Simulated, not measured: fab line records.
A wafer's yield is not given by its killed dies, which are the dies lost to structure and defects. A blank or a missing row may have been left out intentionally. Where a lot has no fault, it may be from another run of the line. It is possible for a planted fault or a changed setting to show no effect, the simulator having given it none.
Which tool was responsible?	flow n5_finfet	at 1 step of a route of 1938, 9 lots with 26 wafers sampled

== WHAT THE GAUGES SHOWED, per wafer ==
N5_MIM_BOT_LITHO_OVL_MEAS_11. Usual: MIM_BOT_OVL typically reads 4 nm, with standard deviation 4.6.
lot	measured	on	MIM_BOT_OVL (nm)	flag
L182	day 13 08:23	overlay-02	4 0 4	
L184	day 13 21:38	overlay-01	2 9	
L192	day 15 20:02	overlay-02	-5 0 4	
L195	day 16 10:43	overlay-01	1 8 8	
L197	day 16 22:41	overlay-02	8 6 4	
L199	day 17 08:16	overlay-01	7 6 2	
L200	day 17 13:28	overlay-01	7 5 -5	
L202	day 18 15:59	overlay-01	4 -2 -7	
L201	day 18 19:28	overlay-02	7 12 10	

== TOOL THAT RAN EACH LOT (tool first, then ch and the chambers of the sampled wafers, then the start) ==
The record holds no process step before these readings.

== AS READ BY THE TOOLS THEMSELVES (means over the sampled wafers that have a number; for cases with no such wafer, the mark the record gives instead) ==
The record holds no such reading with a usual standard deviation.

== THE ANSWER, worked out from the rows above alone ==
Rule: take the mean of a lot's wafers that have a number; if it is more than 3 standard deviations from the usual mean, the lot is off. Also off: a lot with no number at a reading for which 4 or more lots have one. The other lots that the step has rows for count as sound. Order of review: gauges by route order, followed by the tools' own readings, for which a lot's mean as printed above is used. At the first step where some lot is off, the reading lying furthest off is the one used; lots without a number count as furthest.
No lot is off at any reading shown: from this, nothing can be told.

== WHAT THE SIMULATOR HAD INSERTED ==
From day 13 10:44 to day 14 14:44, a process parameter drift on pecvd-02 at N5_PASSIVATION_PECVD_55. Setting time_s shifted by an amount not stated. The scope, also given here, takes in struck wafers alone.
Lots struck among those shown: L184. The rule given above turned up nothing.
